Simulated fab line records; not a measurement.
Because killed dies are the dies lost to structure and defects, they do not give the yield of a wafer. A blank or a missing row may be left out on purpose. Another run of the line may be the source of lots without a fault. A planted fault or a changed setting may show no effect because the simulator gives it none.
Which of the tools did it? ; flow n5-finfet ; 24 lots, 72 wafers sampled, at 6 steps of a route of 1938

WHAT EACH GAUGE READ, for each wafer
N5_BEOL_M15_INSPECT_12: inspects for defects (macro). Usual: raw-defect-count at 2.1, with a standard deviation of 1.4.
lot;measured;on;raw-defect-count;flag
L074;day 13 03:24;defect-inspect-01;3 1 4;
L075;day 13 07:21;defect-inspect-02;1 2 3;
L076;day 13 09:58;defect-inspect-01;1 3 2;
L079;day 13 10:40;defect-inspect-02;0 1 2;
L082;day 13 21:57;defect-inspect-02;4 2 2;
L077;day 13 23:01;defect-inspect-02;3 1 4;
L081;day 14 01:43;defect-inspect-01;3 3 0;
L080;day 14 13:02;defect-inspect-01;2 4 0;
L078;day 14 17:00;defect-inspect-01;1 0 1;
L084;day 15 01:03;defect-inspect-02;0 1 0;
L083;day 15 06:41;defect-inspect-02;2 0 3;
L086;day 15 09:02;defect-inspect-01;3 3 3;
L085;day 15 10:30;defect-inspect-01;2 0 0;
L089;day 16 05:07;defect-inspect-02;1 5 4;
L088;day 16 05:57;defect-inspect-01;4 3 3;
L087;day 16 08:24;defect-inspect-01;1 2 2;
L090;day 16 15:53;defect-inspect-01;4 3 2;
L091;day 17 01:20;defect-inspect-01;2 1 2;
L092;day 17 01:22;defect-inspect-02;4 1 2;
L094;day 17 02:04;defect-inspect-01;1 1 2;
L093;day 17 04:24;defect-inspect-01;2 2 2;
L095;day 17 17:18;defect-inspect-02;3 3 2;
L096;day 18 04:08;defect-inspect-02;0 2 4;
L097;day 18 05:35;defect-inspect-01;3 3 1;

N5_BEOL_M15_INSPECT_55: inspects for defects (darkfield). Usual: raw-defect-count at 80, with a standard deviation of 30.
lot;measured;on;raw-defect-count;flag
L074;day 13 13:10;defect-inspect-01;73 122 45;
L075;day 13 15:19;defect-inspect-02;108 176 196;
L076;day 13 15:35;defect-inspect-02;75 114 103;
L079;day 13 18:20;defect-inspect-02;75 37 99;
L082;day 14 05:34;defect-inspect-01;55 59 89;
L077;day 14 07:19;defect-inspect-01;43 50 39;
L081;day 14 07:53;defect-inspect-01;52 74 38;
L080;day 14 17:49;defect-inspect-01;32 66 79;
L078;day 15 05:55;defect-inspect-02;64 69 40;
L084;day 15 06:28;defect-inspect-02;114 114 136;
L083;day 15 13:17;defect-inspect-01;87 79 51;
L086;day 15 16:04;defect-inspect-01;68 71 69;
L085;day 15 16:21;defect-inspect-02;46 83 60;
L089;day 16 11:34;defect-inspect-02;68 145 88;
L088;day 16 12:20;defect-inspect-01;59 60 39;
L087;day 16 14:51;defect-inspect-01;79 60 64;
L090;day 16 21:07;defect-inspect-01;106 135 72;
L091;day 17 09:40;defect-inspect-01;74 127 74;
L092;day 17 09:18;defect-inspect-01;58 75 51;
L094;day 17 09:39;defect-inspect-02;109 74 118;
L093;day 17 12:56;defect-inspect-01;50 26 48;
L095;day 17 22:56;defect-inspect-01;129 129 60;
L096;day 18 12:56;defect-inspect-01;92 62 71;
L097;day 18 13:19;defect-inspect-02;73 42 37;

WHAT TOOL EACH LOT RAN ON (gives the tool, then ch and the chambers of the sampled wafers, and finally the start)
lot;N5_BEOL_M14_SPUTTER_45;N5_BEOL_M15_STRIP_37;N5_BEOL_M15_SPUTTER_44;N5_BEOL_M15_DEP_53
L074;pvd-sputter-01, day 13 01:34;rie-diel-02 ch 0,1, day 13 11:58 or earlier;pvd-sputter-03, day 13 11:58;pecvd-01 ch 1,2, day 13 13:04
L075;pvd-sputter-01, day 13 05:20;rie-diel-05 ch 0,1,3, day 13 13:34 or earlier;pvd-sputter-03, day 13 13:34;pecvd-04 ch 0,1,2, day 13 15:13
L076;pvd-sputter-02, day 13 08:08;rie-diel-05 ch 2,3, day 13 13:42 or earlier;pvd-sputter-01, day 13 13:42;pecvd-04 ch 0,1,2, day 13 15:29
L079;pvd-sputter-01, day 13 08:43;rie-diel-04 ch 0,1,2, day 13 17:08 or earlier;pvd-sputter-01, day 13 17:08;pecvd-04 ch 0,2, day 13 18:14
L082;pvd-sputter-03, day 13 20:05;rie-diel-02 ch 0,2, day 14 04:22 or earlier;pvd-sputter-02, day 14 04:22;pecvd-01 ch 0,1,2, day 14 05:28
L077;pvd-sputter-03, day 13 21:10;rie-diel-02 ch 0,2,3, day 14 05:50 or earlier;pvd-sputter-01, day 14 05:50;pecvd-02 ch 0,1,2, day 14 07:13
L081;pvd-sputter-03, day 13 23:55;rie-diel-02 ch 0,3, day 14 06:39 or earlier;pvd-sputter-02, day 14 06:39;pecvd-04 ch 1,2, day 14 07:48
L080;pvd-sputter-03, day 14 11:20;rie-diel-02 ch 0,1, day 14 16:36 or earlier;pvd-sputter-02, day 14 16:36;pecvd-02 ch 0,2, day 14 17:43
L078;pvd-sputter-01, day 14 15:01;rie-diel-04 ch 0,1,3, day 15 04:08 or earlier;pvd-sputter-03, day 15 04:08;pecvd-01 ch 0,2, day 15 05:50
L084;pvd-sputter-02, day 14 23:14;rie-diel-02 ch 1,2, day 15 04:26 or earlier;pvd-sputter-01, day 15 04:26;pecvd-02 ch 0,1,2, day 15 06:22
L083;pvd-sputter-02, day 15 04:15;rie-diel-04 ch 0,1,3, day 15 12:00 or earlier;pvd-sputter-03, day 15 12:00;pecvd-04 ch 0,1,2, day 15 13:11
L086;pvd-sputter-03, day 15 07:12;rie-diel-05 ch 0,3, day 15 14:50 or earlier;pvd-sputter-03, day 15 14:50;pecvd-01 ch 1,2, day 15 15:59
L085;pvd-sputter-01, day 15 08:47;rie-diel-02 ch 1,2, day 15 15:01 or earlier;pvd-sputter-02, day 15 15:01;pecvd-01 ch 0,2, day 15 16:16
L089;pvd-sputter-02, day 16 03:17;rie-diel-04 ch 0,1,3, day 16 10:23 or earlier;pvd-sputter-02, day 16 10:23;pecvd-04 ch 0,1,2, day 16 11:29
L088;pvd-sputter-02, day 16 04:08;rie-diel-05 ch 0,1,3, day 16 11:08 or earlier;pvd-sputter-02, day 16 11:08;pecvd-04 ch 0,1,2, day 16 12:14
L087;pvd-sputter-02, day 16 06:42;rie-diel-05 ch 0,1,2, day 16 13:40 or earlier;pvd-sputter-02, day 16 13:40;pecvd-01 ch 0,2, day 16 14:46
L090;pvd-sputter-01, day 16 14:11;rie-diel-04 ch 2,3, day 16 19:37 or earlier;pvd-sputter-02, day 16 19:37;pecvd-01 ch 0,1,2, day 16 21:02
L091;pvd-sputter-03, day 16 23:32;rie-diel-02 ch 1,2,3, day 17 08:29 or earlier;pvd-sputter-03, day 17 08:29;pecvd-02 ch 0,1, day 17 09:34
L092;pvd-sputter-02, day 16 23:34;rie-diel-02 ch 1,2, day 17 08:06 or earlier;pvd-sputter-02, day 17 08:06;pecvd-04 ch 0,1,2, day 17 09:13
L094;pvd-sputter-03, day 16 23:59;rie-diel-04 ch 1,2, day 17 08:28 or earlier;pvd-sputter-02, day 17 08:28;pecvd-01 ch 0,1, day 17 09:33
L093;pvd-sputter-01, day 17 02:41;rie-diel-04 ch 1,2,3, day 17 11:46 or earlier;pvd-sputter-01, day 17 11:46;pecvd-04 ch 0,1, day 17 12:51
L095;pvd-sputter-02, day 17 15:28;rie-diel-05 ch 0,1, day 17 21:45 or earlier;pvd-sputter-02, day 17 21:45;pecvd-02 ch 0,1,2, day 17 22:52
L096;pvd-sputter-01, day 18 02:13;rie-diel-02 ch 1,2, day 18 11:20 or earlier;pvd-sputter-02, day 18 11:20;pecvd-02 ch 1,2, day 18 12:50
L097;pvd-sputter-03, day 18 03:45;rie-diel-05 ch 1,2, day 18 11:55 or earlier;pvd-sputter-03, day 18 11:55;pecvd-02 ch 0,2, day 18 13:14
- N5_BEOL_M14_SPUTTER_45: material Cu, target thk 100 nm, time 16.67 s.
- N5_BEOL_M15_STRIP_37: strips in O2.
- N5_BEOL_M15_SPUTTER_44: material Ta, target thk 15 nm, time 24.19 s.
- N5_BEOL_M15_DEP_53: deposits SiCN from 3MS/NH3, target thk 50 nm, time 17.8 s.

WHAT THE TOOLS THEMSELVES READ (means of the sampled wafers that have a number; where no wafer has one, the mark that the record gives instead)
N5_BEOL_M14_SPUTTER_45. Usual: bias-v 60.0 V, standard deviation 0.63; cathode-dc-power-W 26000 W, standard deviation 4.7; throttle-valve-pct 30.1 %, standard deviation 1.3.
lot;tool;bias-v (V);cathode-dc-power-W (W);throttle-valve-pct (%);flag
L074;pvd-sputter-01;59.6;26001;30.1;
L075;pvd-sputter-01;59.9;25999;29.7;
L076;pvd-sputter-02;60.2;26002;30.4;
L079;pvd-sputter-01;59.7;26000;29.0;
L082;pvd-sputter-03;59.7;26001;28.3;
L077;pvd-sputter-03;60.0;25997;30.1;
L081;pvd-sputter-03;59.9;25996;31.1;
L080;pvd-sputter-03;59.4;26006;29.0;
L078;pvd-sputter-01;60.3;26003;29.6;
L084;pvd-sputter-02;60.5;25998;30.1;
L083;pvd-sputter-02;59.9;26002;30.9;
L086;pvd-sputter-03;60.0;25995;28.0;
L085;pvd-sputter-01;59.4;25999;30.7;
L089;pvd-sputter-02;59.6;26005;30.8;
L088;pvd-sputter-02;59.7;26001;30.1;
L087;pvd-sputter-02;60.3;26003;30.1;
L090;pvd-sputter-01;59.3;25999;30.2;
L091;pvd-sputter-03;60.4;26002;31.1;
L092;pvd-sputter-02;60.4;25998;30.6;
L094;pvd-sputter-03;59.5;26002;29.1;
L093;pvd-sputter-01;59.8;26001;29.6;
L095;pvd-sputter-02;60.3;25999;30.5;
L096;pvd-sputter-01;60.3;26000;30.2;
L097;pvd-sputter-03;60.1;25999;31.3;

N5_BEOL_M15_STRIP_37. Usual: drypump-motor-current-A 5.6 A, standard deviation 0.3; oes-product-au 0.80 a.u., standard deviation 0.088; rf-vpp-V 3.6 V, standard deviation 0.7; showerhead-plenum-p-Torr 2.10 Torr, standard deviation 0.071; throttle-valve-pct 16.58 %, standard deviation 0.22.
lot;tool;drypump-motor-current-A (A);oes-product-au (a.u.);rf-vpp-V (V);showerhead-plenum-p-Torr (Torr);throttle-valve-pct (%);flag
L074;rie-diel-02;5.6;0.84;4.3;2.10;16.49;
L075;rie-diel-05;5.6;0.80;3.8;2.14;16.58;
L076;rie-diel-05;6.2;0.83;3.6;2.17;16.61;
L079;rie-diel-04;5.8;0.77;3.8;2.08;16.64;
L082;rie-diel-02;5.4;0.75;3.2;2.04;16.67;
L077;rie-diel-02;5.5;0.81;3.4;2.05;16.60;
L081;rie-diel-02;5.4;0.75;3.0;2.00;16.80;
L080;rie-diel-02;5.5;0.76;3.1;2.05;16.69;
L078;rie-diel-04;5.7;0.79;3.5;2.15;16.80;
L084;rie-diel-02;5.8;0.87;3.9;2.14;16.31;
L083;rie-diel-04;5.7;0.78;3.8;2.15;16.83;
L086;rie-diel-05;5.6;0.76;4.0;2.10;16.62;
L085;rie-diel-02;5.7;0.86;3.6;2.13;16.32;
L089;rie-diel-04;5.7;0.76;4.0;2.15;16.81;
L088;rie-diel-05;5.6;0.79;4.0;2.13;16.63;
L087;rie-diel-05;5.4;0.73;4.3;2.08;16.58;
L090;rie-diel-04;5.6;0.87;3.4;2.10;16.45;
L091;rie-diel-02;5.6;0.84;3.4;2.10;16.46;
L092;rie-diel-02;5.7;0.84;3.8;2.13;16.35;
L094;rie-diel-04;5.8;0.79;3.9;2.06;16.42;
L093;rie-diel-04;5.7;0.81;3.9;2.13;16.55;
L095;rie-diel-05;5.2;0.72;3.5;2.07;16.62;
L096;rie-diel-02;5.8;0.84;3.9;2.13;16.37;
L097;rie-diel-05;5.6;0.71;3.7;2.08;16.58;

N5_BEOL_M15_SPUTTER_44. Usual: bias-v 80.1 V, standard deviation 0.83; cathode-dc-power-W 15000 W, standard deviation 2.8; throttle-valve-pct 30.2 %, standard deviation 1.3.
lot;tool;bias-v (V);cathode-dc-power-W (W);throttle-valve-pct (%);flag
L074;pvd-sputter-03;80.0;14998;29.5;
L075;pvd-sputter-03;80.2;14998;31.2;
L076;pvd-sputter-01;79.2;15003;30.6;
L079;pvd-sputter-01;80.3;15004;30.7;
L082;pvd-sputter-02;80.9;15001;30.2;
L077;pvd-sputter-01;81.0;15001;30.4;
L081;pvd-sputter-02;79.4;14999;30.4;
L080;pvd-sputter-02;80.4;15002;29.9;
L078;pvd-sputter-03;81.4;14999;28.4;
L084;pvd-sputter-01;79.5;14999;30.2;
L083;pvd-sputter-03;80.9;15000;30.4;
L086;pvd-sputter-03;80.2;14998;30.1;
L085;pvd-sputter-02;80.4;15000;30.9;
L089;pvd-sputter-02;79.4;14998;30.5;
L088;pvd-sputter-02;80.1;15003;30.1;
L087;pvd-sputter-02;79.2;15001;30.8;
L090;pvd-sputter-02;79.6;15003;30.9;
L091;pvd-sputter-03;80.7;15002;31.0;
L092;pvd-sputter-02;80.1;15000;30.4;
L094;pvd-sputter-02;81.3;14999;30.6;
L093;pvd-sputter-01;81.0;15001;29.6;
L095;pvd-sputter-02;79.6;15000;30.0;
L096;pvd-sputter-02;80.4;15000;30.1;
L097;pvd-sputter-03;80.0;14999;29.4;

N5_BEOL_M15_DEP_53. Usual: showerhead-plenum-p-Torr 4.152 Torr, standard deviation 0.027; throttle-valve-pct 18.0 %, standard deviation 0.52.
lot;tool;showerhead-plenum-p-Torr (Torr);throttle-valve-pct (%);flag
L074;pecvd-01;4.133;17.6;
L075;pecvd-04;4.165;17.7;
L076;pecvd-04;4.162;17.8;
L079;pecvd-04;4.176;18.0;
L082;pecvd-01;4.133;17.9;
L077;pecvd-02;4.163;18.2;
L081;pecvd-04;4.141;17.4;
L080;pecvd-02;4.178;17.9;
L078;pecvd-01;4.120;17.6;
L084;pecvd-02;4.160;18.1;
L083;pecvd-04;4.160;17.8;
L086;pecvd-01;4.132;17.8;
L085;pecvd-01;4.127;17.5;
L089;pecvd-04;4.160;17.9;
L088;pecvd-04;4.155;17.8;
L087;pecvd-01;4.113;17.9;
L090;pecvd-01;4.125;18.1;
L091;pecvd-02;4.160;18.0;
L092;pecvd-04;4.169;17.8;
L094;pecvd-01;4.123;18.5;
L093;pecvd-04;4.144;17.5;
L095;pecvd-02;4.162;18.0;
L096;pecvd-02;4.167;18.1;
L097;pecvd-02;4.176;18.0;

THE ANSWER, worked out from the rows above alone
Rule: a lot is off if the mean of its wafers that have a number lies more than 3 standard deviations from the usual mean. Also off: a lot with no number at a reading for which 4 or more lots have one. All remaining lots with rows at the step are treated as sound. Order of review: gauges by route order, followed by the tools' own readings, for which a lot's mean as printed above is used. At the first step where some lot is off, the reading lying furthest off is the one used; lots without a number count as furthest.
Across all readings shown, no lot is off: no conclusion can be drawn from this.

WHAT THE SIMULATOR PUT IN
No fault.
